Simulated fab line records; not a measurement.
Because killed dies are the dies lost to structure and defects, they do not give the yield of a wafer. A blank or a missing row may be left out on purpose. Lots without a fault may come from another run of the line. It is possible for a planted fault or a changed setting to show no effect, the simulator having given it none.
fab line records	flow n5Finfet	part 1 of 2: steps 1 to 15 of 26
record: lots: 5	wafers: 15	lastDay: 18
route steps=1938 shown FIN_CUT@162 STI_FIN_REVEAL@183
lots that met no fault: from a run of the same line without faults
startH: start of the lot's first displayed wafer, in hours after the record's first day	waitH: hours from the lot's prior step to this one	" repeats the value in the row above	L1.1+2: one row covering several wafers at once	- no value, or no start given	* or withheld: withheld	< > ~ a bound
route shown NAME@n: names a module that has steps shown in the file, with the first one's number in the route	usual: the fault-free wafers' mean and standard deviation	same: alike in all rows	chamber/n: place in a boat	sites: each site's reading	_std_site: how widely they spread, as a standard deviation	_edge_site: mean of outer sites minus mean of inner sites	radiusMm: how far each site lies from the wafer's centre	mask NAME#n: copy n	behind: tool/chamber where the wafer was last shaped	hold: reason for holding the lot/hours on hold/outcome of the hold	device: whichever transistor did not switch (one of n, p or np)	end of line: tests of these same wafers at the route's end	a step given without rows: its recipe and nothing more	killed: dies lost to structure and defects at the first sort, not the wafer's yield	map: a wafer's dies, marking killed ones x, the rest . and places with no die _
set.NAME: the setting the step ran with; set.NAME@STEP: the setting that earlier step ran with	model.NAME: the simulator's own value behind a step, which no gauge read
certain route steps with their lots: each step a table, each wafer a row
services: a tool's chamber out of use, with start hour (startH, from the record's first day; less than 0 if before it), hours out, and reason
== steps ==
step: N5_FIN_CUT_DEVELOP_07
recipe: developTimeS: 30	developer: TMAH	resist: CAR-EUV	rinseLiquid: surfactantRinse	dry: airSpin	devTempC: 23
lot.wafer	tool	chamber	startH	waitH
L077.4+5+6	lithoTrack-04	0	-	-
L081.2+5+6	lithoTrack-04	0	-	-
L083.2+3+5	lithoTrack-04	0	-	-
L087.2+4+5	lithoTrack-02	0	-	-
L095.1+4+5	lithoTrack-02	0	-	-
step: N5_FIN_CUT_CD_MEAS_08
recipe: targetCdNm: 29.1	landingEnergyEv: 500	detector: seInlens	polarity: opening
usual: cdNm: 29.08/0.23
lot.wafer	tool	chamber	startH	waitH	cdNm
L077.4	cdSem-02	0	47.75	-	29.01
L077.5	"	0	"	"	29.34
L077.6	"	0	"	"	29.11
L081.2	cdSem-01	0	71.11	-	29.13
L081.5	"	0	"	"	28.70
L081.6	"	0	"	"	29.15
L083.2	cdSem-03	0	81.23	-	29.18
L083.3	"	0	"	"	29.39
L083.5	"	0	"	"	29.03
L087.2	cdSem-01	0	105.49	-	28.83
L087.4	"	0	"	"	28.96
L087.5	"	0	"	"	28.75
L095.1	cdSem-01	0	154.58	-	28.91
L095.4	"	0	"	"	28.86
L095.5	"	0	"	"	29.03
step: N5_FIN_CUT_OVL_MEAS_09
recipe: pointsPerWafer: 522
usual: FIN_CUT_OVL: 0.0/0.69
lot.wafer	tool	chamber	startH	waitH	FIN_CUT_OVL[nm]
L077.4	overlay-02	0	47.79	0.0	0.1
L077.5	"	0	"	"	0.0
L077.6	"	0	"	"	0.3
L081.2	overlay-01	0	71.14	0.0	-0.3
L081.5	"	0	"	"	-0.8
L081.6	"	0	"	"	-0.5
L083.2	overlay-02	0	81.26	0.0	-0.3
L083.3	"	0	"	"	-0.1
L083.5	"	0	"	"	0.1
L087.2	overlay-01	0	105.52	0.0	0.3
L087.4	"	0	"	"	0.1
L087.5	"	0	"	"	-0.9
L095.1	overlay-01	0	154.61	0.0	-0.9
L095.4	"	0	"	"	-2.1
L095.5	"	0	"	"	-0.8
step: N5_FIN_CUT_INSPECT_10
recipe: mode: adi	inspectInstrument: brightfield
usual: rawDefectCount: 40/11
lot.wafer	tool	chamber	startH	waitH	rawDefectCount
L077.4	defectInspect-01	-	47.83	0.0	43
L077.5	"	-	"	"	47
L077.6	"	-	"	"	22
L081.2	defectInspect-01	-	71.19	0.0	49
L081.5	"	-	"	"	34
L081.6	"	-	"	"	39
L083.2	defectInspect-02	-	81.31	0.0	40
L083.3	"	-	"	"	57
L083.5	"	-	"	"	62
L087.2	defectInspect-02	-	105.57	0.0	37
L087.4	"	-	"	"	29
L087.5	"	-	"	"	36
L095.1	defectInspect-02	-	154.66	0.1	23
L095.4	"	-	"	"	33
L095.5	"	-	"	"	30
step: N5_FIN_CUT_DESCUM_13
recipe: chemistry: O2	timeS: 7	sourcePowerW: 50	biasPowerW: 20	pressureMtorr: 20	rfFrequencyHz: 2.712e+07	tempC: 40	resist: CAR-EUV	o2FlowSccm: 225
usual: drypumpMotorCurrentA: 5.8/0.42	oesProductAu: 0.77/0.057	rfVppV: 243.1/1.5	showerheadPlenumPTorr: 2.08/0.079	throttleValvePct: 20.45/0.19
lot.wafer	tool	chamber	startH	waitH	drypumpMotorCurrentA	oesProductAu	rfHoursCounterH	rfVppV	showerheadPlenumPTorr	throttleValvePct
L077.4	rieDiel-05	1	47.86	0.0	5.6	0.76	144	244.7	2.18	20.18
L077.5	"	1	"	"	5.6	0.77	-	245.2	2.18	20.16
L077.6	"	2	"	"	5.1	0.88	-	243.8	2.12	20.49
L081.2	rieDiel-04	1	71.23	0.0	5.3	0.82	91	241.5	2.03	20.24
L081.5	"	0	"	"	5.9	0.78	-	241.6	2.02	20.19
L081.6	"	1	"	"	5.3	0.83	-	241.7	2.03	20.25
L083.2	rieDiel-05	3	81.35	0.0	5.7	0.70	222	241.1	1.98	20.31
L083.3	"	1	"	"	5.5	0.76	155	244.3	2.18	20.18
L083.5	"	1	"	"	5.6	0.76	-	244.7	2.18	20.19
L087.2	rieDiel-06	0	105.71	0.1	6.1	0.79	123	243.6	2.11	20.65
L087.4	"	2	"	"	6.2	0.72	-	243.2	2.17	20.73
L087.5	"	0	"	"	6.1	0.79	-	244.0	2.11	20.63
L095.1	rieDiel-05	1	154.70	0.0	5.5	0.73	179	243.8	2.17	20.22
L095.4	"	2	"	"	5.1	0.84	88	244.3	2.11	20.53
L095.5	"	2	"	"	5.1	0.83	-	244.1	2.11	20.54
step: N5_FIN_CUT_ETCH_30
recipe: chemistry: N2/H2	target: underlayer	targetDepthA: 130	maskMaterial: CAR-EUV	timeS: 10.4	ionEnergyEv: 200	pressureMtorr: 30	sourceW: 840	biasW: 150	n2FlowSccm: 200	h2FlowSccm: 200	ends: cleared
usual: biasW: 149.9/0.47	drypumpMotorCurrentA: 5.8/0.42	etchRfOnTimeS: 10.42/0.16	oesProductAu: 0.66/0.048	rfVppV: 523.4/2.9	showerheadPlenumPTorr: 2.53/0.1	throttleValvePct: 17.92/0.22
lot.wafer	tool	chamber	startH	waitH	biasW	drypumpMotorCurrentA	etchRfOnTimeS	oesProductAu	rfHoursCounterH	rfVppV	showerheadPlenumPTorr	throttleValvePct
L077.4	rieDiel-05	1	47.90	0.0	149.8	5.6	10.42	0.66	144	525.8	2.66	17.70
L077.5	"	1	"	"	150.3	5.6	10.36	0.65	-	526.6	2.66	17.71
L077.6	"	2	"	"	150.2	5.1	10.42	0.74	-	523.8	2.59	18.08
L081.2	rieDiel-04	1	71.26	0.0	150.6	5.3	10.31	0.70	91	521.5	2.46	17.53
L081.5	"	0	"	"	149.6	5.9	10.45	0.67	-	520.6	2.45	17.60
L081.6	"	1	"	"	151.0	5.3	10.27	0.70	-	521.0	2.46	17.52
L083.2	rieDiel-05	3	81.38	0.0	149.7	5.8	10.30	0.61	222	520.6	2.40	17.74
L083.3	"	1	"	"	150.1	5.6	10.52	0.64	155	526.7	2.66	17.70
L083.5	"	1	"	"	149.8	5.6	10.53	0.65	-	525.4	2.66	17.72
L087.2	rieDiel-06	0	105.74	0.0	150.2	6.1	10.24	0.68	123	523.3	2.55	17.99
L087.4	"	2	"	"	149.6	6.2	10.79	0.60	-	526.7	2.64	18.17
L087.5	"	0	"	"	150.1	6.1	10.27	0.67	-	524.2	2.55	17.98
L095.1	rieDiel-05	1	154.73	0.0	148.9	5.6	10.54	0.63	179	525.9	2.65	17.75
L095.4	"	2	"	"	150.2	5.1	10.50	0.71	88	523.7	2.58	18.14
L095.5	"	2	"	"	150.0	5.1	10.54	0.71	-	524.6	2.58	18.14
step: N5_FIN_CUT_ETCH_20
recipe: chemistry: CF4	target: SiARC	targetDepthA: 260	maskMaterial: CAR-EUV	timeS: 43.3	ionEnergyEv: 80	pressureMtorr: 40	sourceW: 545	biasW: 36	Ar_flow_sccm: 100	cf4FlowSccm: 100	ends: cleared
usual: biasW: 36.00/0.11	drypumpMotorCurrentA: 5.8/0.42	etchRfOnTimeS: 43.4/0.79	oesProductAu: 0.66/0.048	rfVppV: 183.9/1.2	showerheadPlenumPTorr: 2.13/0.076	throttleValvePct: 15.63/0.18
lot.wafer	tool	chamber	startH	waitH	biasW	drypumpMotorCurrentA	etchRfOnTimeS	oesProductAu	rfHoursCounterH	rfVppV	showerheadPlenumPTorr	throttleValvePct
L077.4	rieDiel-05	1	47.92	0.0	36.02	5.6	43.6	0.65	144	184.9	2.22	15.35
L077.5	"	1	"	"	36.04	5.6	43.8	0.65	-	186.3	2.22	15.35
L077.6	"	2	"	"	35.92	5.1	43.3	0.74	-	186.1	2.17	15.62
L081.2	rieDiel-04	1	71.28	0.0	35.81	5.3	43.6	0.70	91	183.9	2.09	15.45
L081.5	"	0	"	"	35.95	5.9	44.4	0.66	-	184.9	2.07	15.36
L081.6	"	1	"	"	35.97	5.3	43.1	0.70	-	182.2	2.09	15.43
L083.2	rieDiel-05	3	81.40	0.0	35.92	5.7	43.2	0.60	222	183.9	2.03	15.62
L083.3	"	1	"	"	36.11	5.6	43.9	0.64	155	184.4	2.22	15.39
L083.5	"	1	"	"	36.14	5.5	44.2	0.63	-	183.4	2.22	15.37
L087.2	rieDiel-06	0	105.76	0.0	35.80	6.2	43.0	0.67	123	183.4	2.15	15.76
L087.4	"	2	"	"	35.99	6.2	45.3	0.59	-	183.8	2.21	15.89
L087.5	"	0	"	"	35.85	6.2	43.5	0.67	-	183.3	2.15	15.75
L095.1	rieDiel-05	1	154.75	0.0	36.09	5.6	44.0	0.62	179	183.6	2.21	15.44
L095.4	"	2	"	"	36.02	5.1	44.1	0.70	88	184.4	2.16	15.70
L095.5	"	2	"	"	35.90	5.1	44.3	0.70	-	185.4	2.16	15.70
step: N5_FIN_CUT_ETCH_21
recipe: chemistry: N2/H2	target: SOC	targetDepthA: 2190	overetchA: 438	maskMaterial: SiARC	tempC: 40	ionEnergyEv: 100	biasW: 61	timeS: 523.5	pressureMtorr: 30	sourceW: 850	n2FlowSccm: 200	h2FlowSccm: 200
usual: biasW: 61.01/0.19	drypumpMotorCurrentA: 5.8/0.42	oesProductAu: 0.71/0.049	rfVppV: 240.6/1.5	showerheadPlenumPTorr: 2.53/0.1	throttleValvePct: 17.87/0.22
lot.wafer	tool	chamber	startH	waitH	biasW	drypumpMotorCurrentA	oesProductAu	rfHoursCounterH	rfVppV	showerheadPlenumPTorr	throttleValvePct
L077.4	rieDiel-05	1	47.96	0.0	61.02	5.5	0.70	144	241.4	2.66	17.66
L077.5	"	1	"	"	60.92	5.6	0.70	-	242.5	2.66	17.65
L077.6	"	2	"	"	61.12	5.1	0.80	-	241.4	2.59	18.02
L081.2	rieDiel-04	1	71.32	0.0	61.15	5.3	0.74	92	239.4	2.46	17.50
L081.5	"	0	"	"	60.75	5.9	0.72	-	239.4	2.45	17.57
L081.6	"	1	"	"	61.06	5.3	0.75	-	240.4	2.46	17.49
L083.2	rieDiel-05	3	81.44	0.0	61.28	5.7	0.64	222	238.7	2.40	17.70
L083.3	"	1	"	"	61.21	5.6	0.70	156	242.0	2.66	17.66
L083.5	"	1	"	"	61.27	5.6	0.69	-	240.8	2.66	17.66
L087.2	rieDiel-06	0	105.80	0.0	61.02	6.2	0.72	124	240.0	2.55	17.94
L087.4	"	2	"	"	61.20	6.2	0.66	-	242.2	2.63	18.13
L087.5	"	0	"	"	60.88	6.2	0.72	-	240.0	2.55	17.94
L095.1	rieDiel-05	1	154.79	0.0	61.15	5.5	0.67	180	242.9	2.65	17.71
L095.4	"	2	"	"	61.04	5.1	0.76	88	240.9	2.58	18.08
L095.5	"	2	"	"	61.34	5.1	0.76	-	240.4	2.58	18.08
step: N5_FIN_CUT_STRIP_23
recipe: chemistry: N2/H2	tempC: 40	n2FlowSccm: 200	h2FlowSccm: 200	rfFrequencyHz: 6e+07
lot.wafer	tool	chamber	startH	waitH
L077.4+5+6	rieDiel-05	1,1,2	48.26	0.2
L081.2+5+6	rieDiel-04	1,0,1	71.62	0.2
L083.2+3+5	rieDiel-05	3,1,1	81.74	0.2
L087.2+4+5	rieDiel-06	0,2,0	106.10	0.2
L095.1+4+5	rieDiel-05	1,2,2	155.10	0.2
step: N5_FIN_CUT_STRIP_31
recipe: chemistry: N2/H2	tempC: 40	n2FlowSccm: 200	h2FlowSccm: 200	rfFrequencyHz: 6e+07
lot.wafer	tool	chamber	startH	waitH
L077.4+5+6	rieDiel-05	1,1,2	48.27	0.0
L081.2+5+6	rieDiel-04	1,0,1	71.63	0.0
L083.2+3+5	rieDiel-05	3,1,1	81.75	0.0
L087.2+4+5	rieDiel-06	0,2,0	106.11	0.0
L095.1+4+5	rieDiel-05	1,2,2	155.11	0.0
step: N5_FIN_CUT_STRIP_24
recipe: chemistry: CF4	resist: SiARC	powerW: 300	biasPowerW: 75	pressureMtorr: 50	cf4FlowSccm: 150	rfFrequencyHz: 6e+07
usual: drypumpMotorCurrentA: 5.8/0.42	oesProductAu: 0.76/0.053	rfVppV: 271.0/1.7	showerheadPlenumPTorr: 1.79/0.063	throttleValvePct: 13.61/0.17
lot.wafer	tool	chamber	startH	waitH	drypumpMotorCurrentA	oesProductAu	rfHoursCounterH	rfVppV	showerheadPlenumPTorr	throttleValvePct
L077.4	rieDiel-05	1	48.28	0.0	5.5	0.75	145	274.4	1.86	13.38
L077.5	"	1	"	"	5.5	0.76	-	273.0	1.86	13.36
L077.6	"	2	"	"	5.1	0.86	-	271.9	1.82	13.59
L081.2	rieDiel-04	1	71.64	0.0	5.3	0.80	92	271.5	1.75	13.42
L081.5	"	0	"	"	5.9	0.77	-	268.9	1.73	13.35
L081.6	"	1	"	"	5.3	0.80	-	268.6	1.75	13.42
L083.2	rieDiel-05	3	81.76	0.0	5.7	0.70	222	269.0	1.70	13.63
L083.3	"	1	"	"	5.6	0.74	156	272.3	1.86	13.37
L083.5	"	1	"	"	5.6	0.74	-	272.0	1.86	13.37
L087.2	rieDiel-06	0	106.12	0.0	6.1	0.78	124	272.8	1.80	13.73
L087.4	"	2	"	"	6.2	0.71	-	273.0	1.85	13.89
L087.5	"	0	"	"	6.1	0.78	-	271.9	1.80	13.74
L095.1	rieDiel-05	1	155.12	0.0	5.6	0.72	180	272.5	1.85	13.43
L095.4	"	2	"	"	5.1	0.82	88	270.3	1.82	13.66
L095.5	"	2	"	"	5.1	0.82	-	271.9	1.82	13.66
step: N5_FIN_CUT_CUT_ETCH_26
recipe: chemistry: CH3F/O2	target: SiNx	targetDepthA: 390	maskMaterial: SOC	timeS: 55.7	pressureMtorr: 30	sourceW: 395	biasW: 73	Ar_flow_sccm: 150	CH3F_flow_sccm: 30	O2_flow_sccm: 20	ionEnergyEv: 120
usual: biasW: 73.01/0.21	drypumpMotorCurrentA: 5.8/0.42	oesProductAu: 0.77/0.056	rfVppV: 298/3.5	showerheadPlenumPTorr: 1.99/0.074	throttleValvePct: 16.38/0.18
lot.wafer	tool	chamber	startH	waitH	biasW	drypumpMotorCurrentA	oesProductAu	rfHoursCounterH	rfVppV	showerheadPlenumPTorr	throttleValvePct
L077.4	rieDiel-05	1	48.30	0.0	73.09	5.6	0.76	145	300	2.08	16.11
L077.5	"	1	"	"	72.92	5.6	0.76	-	301	2.08	16.10
L077.6	"	2	"	"	73.13	5.1	0.87	-	297	2.03	16.37
L081.2	rieDiel-04	1	71.66	0.0	72.76	5.3	0.82	92	291	1.95	16.21
L081.5	"	0	"	"	72.89	5.9	0.78	-	298	1.93	16.08
L081.6	"	1	"	"	72.87	5.2	0.82	-	292	1.95	16.19
L083.2	rieDiel-05	3	81.78	0.0	72.91	5.7	0.71	222	293	1.89	16.36
L083.3	"	1	"	"	72.87	5.6	0.74	156	300	2.07	16.10
L083.5	"	1	"	"	73.05	5.6	0.75	-	299	2.07	16.12
L087.2	rieDiel-06	0	106.14	0.0	72.99	6.1	0.79	124	304	2.01	16.50
L087.4	"	2	"	"	72.91	6.2	0.70	-	301	2.07	16.64
L087.5	"	0	"	"	73.12	6.1	0.78	-	305	2.01	16.49
L095.1	rieDiel-05	1	155.14	0.0	73.10	5.6	0.73	180	299	2.07	16.19
L095.4	"	2	"	"	72.55	5.1	0.82	88	299	2.02	16.43
L095.5	"	2	"	"	72.86	5.1	0.83	-	299	2.01	16.44
step: N5_FIN_CUT_CUT_ETCH_27
recipe: chemistry: CHF3/O2	target: SiO2	targetDepthA: 40	maskMaterial: SOC	overetchA: 20	timeS: 4.9	pressureMtorr: 30	sourceW: 650	biasW: 170	Ar_flow_sccm: 200	CHF3_flow_sccm: 50	O2_flow_sccm: 5	ionEnergyEv: 200
usual: biasW: 170.0/0.52	drypumpMotorCurrentA: 5.8/0.42	oesProductAu: 0.61/0.042	rfVppV: 525/6.3	showerheadPlenumPTorr: 2.40/0.087	throttleValvePct: 18.84/0.2
lot.wafer	tool	chamber	startH	waitH	biasW	drypumpMotorCurrentA	oesProductAu	rfHoursCounterH	rfVppV	showerheadPlenumPTorr	throttleValvePct
L077.4	rieDiel-05	1	48.35	0.0	170.5	5.5	0.61	145	530	2.50	18.55
L077.5	"	1	"	"	170.0	5.5	0.60	-	529	2.50	18.54
L077.6	"	2	"	"	170.5	5.1	0.69	-	526	2.44	18.85
L081.2	rieDiel-04	1	71.71	0.0	170.8	5.2	0.65	92	516	2.34	18.64
L081.5	"	0	"	"	169.5	5.9	0.61	-	526	2.32	18.52
L081.6	"	1	"	"	170.0	5.3	0.65	-	513	2.34	18.65
L083.2	rieDiel-05	3	81.83	0.0	169.9	5.7	0.56	222	517	2.29	18.80
L083.3	"	1	"	"	169.6	5.6	0.60	156	528	2.49	18.55
L083.5	"	1	"	"	169.5	5.6	0.60	-	528	2.49	18.54
L087.2	rieDiel-06	0	106.19	0.0	168.6	6.2	0.62	124	536	2.42	18.97
L087.4	"	2	"	"	170.4	6.2	0.57	-	532	2.49	19.11
L087.5	"	0	"	"	169.6	6.1	0.62	-	537	2.42	18.96
L095.1	rieDiel-05	1	155.18	0.0	170.3	5.6	0.59	180	528	2.48	18.59
L095.4	"	2	"	"	170.1	5.1	0.66	88	524	2.42	18.92
L095.5	"	2	"	"	170.4	5.1	0.66	-	524	2.42	18.92
step: N5_FIN_CUT_PRECLEAN_35
recipe: timeS: 13.3	tempC: 45	pressureTorr: 125	pHfTorr: 3	pCoreactantTorr: 25	chemistry: vHF
usual: drypumpMotorCurrentA: 5.4/0.45
lot.wafer	tool	chamber	startH	waitH	drypumpMotorCurrentA
L077.4	vaporEtch-02	0	48.43	0.1	5.6
L077.5	"	0	"	"	5.6
L077.6	"	1	"	"	4.9
L081.2	vaporEtch-02	1	71.79	0.1	4.9
L081.5	"	1	"	"	4.9
L081.6	"	0	"	"	5.6
L083.2	vaporEtch-01	0	81.90	0.0	6.1
L083.3	"	0	"	"	6.1
L083.5	"	1	"	"	5.2
L087.2	vaporEtch-02	1	106.28	0.1	4.9
L087.4	"	0	"	"	5.6
L087.5	"	1	"	"	4.9
L095.1	vaporEtch-02	1	155.25	0.0	4.9
L095.4	"	1	"	"	4.9
L095.5	"	0	"	"	5.6
step: N5_FIN_CUT_CUT_ETCH_15
recipe: chemistry: HBr/Cl2/O2	target: Si	targetDepthA: 1000	btTimeS: 10	maskMaterial: SOC	timeS: 42.4	ionEnergyEv: *	biasW: *	pressureMtorr: 10	icpW: 800	HBr_flow_sccm: 150	Cl2_flow_sccm: 80	O2_flow_sccm: 12
usual: biasW: *	drypumpMotorCurrentA: 5.7/0.45	heBacksideLeakSccm: 2.8/0.4	oesProductAu: 1.000/0.011	throttleValvePct: 37.16/0.16
lot.wafer	tool	chamber	startH	waitH	biasW	drypumpMotorCurrentA	heBacksideLeakSccm	oesProductAu	rfHoursCounterH	throttleValvePct
L077.4	rieSi-02	3	48.50	0.0	*	5.8	3.0	0.999	57	37.19
L077.5	"	2	"	"	*	5.7	2.7	0.997	-	36.98
L077.6	"	3	"	"	*	5.7	2.9	0.993	-	37.20
L081.2	rieSi-04	3	71.89	0.1	*	5.4	2.7	0.974	63	37.34
L081.5	"	0	"	"	*	4.9	2.8	1.031	-	37.11
L081.6	"	3	"	"	*	5.4	2.4	0.977	-	37.34
L083.2	rieSi-01	1	81.98	0.1	*	5.4	2.9	0.997	147	37.21
L083.3	"	2	"	"	*	6.2	2.9	1.013	50	37.35
L083.5	"	2	"	"	*	6.2	2.9	1.013	-	37.32
L087.2	rieSi-01	1	106.37	0.1	*	5.4	2.9	1.002	148	37.19
L087.4	"	3	"	"	*	6.2	2.4	0.998	6	36.92
L087.5	"	2	"	"	*	6.2	2.9	1.008	-	37.33
L095.1	rieSi-02	1	155.33	0.1	*	5.5	3.3	1.003	191	37.21
L095.4	"	3	"	"	*	5.7	3.0	0.997	60	37.20
L095.5	"	3	"	"	*	5.7	3.1	0.996	-	37.19
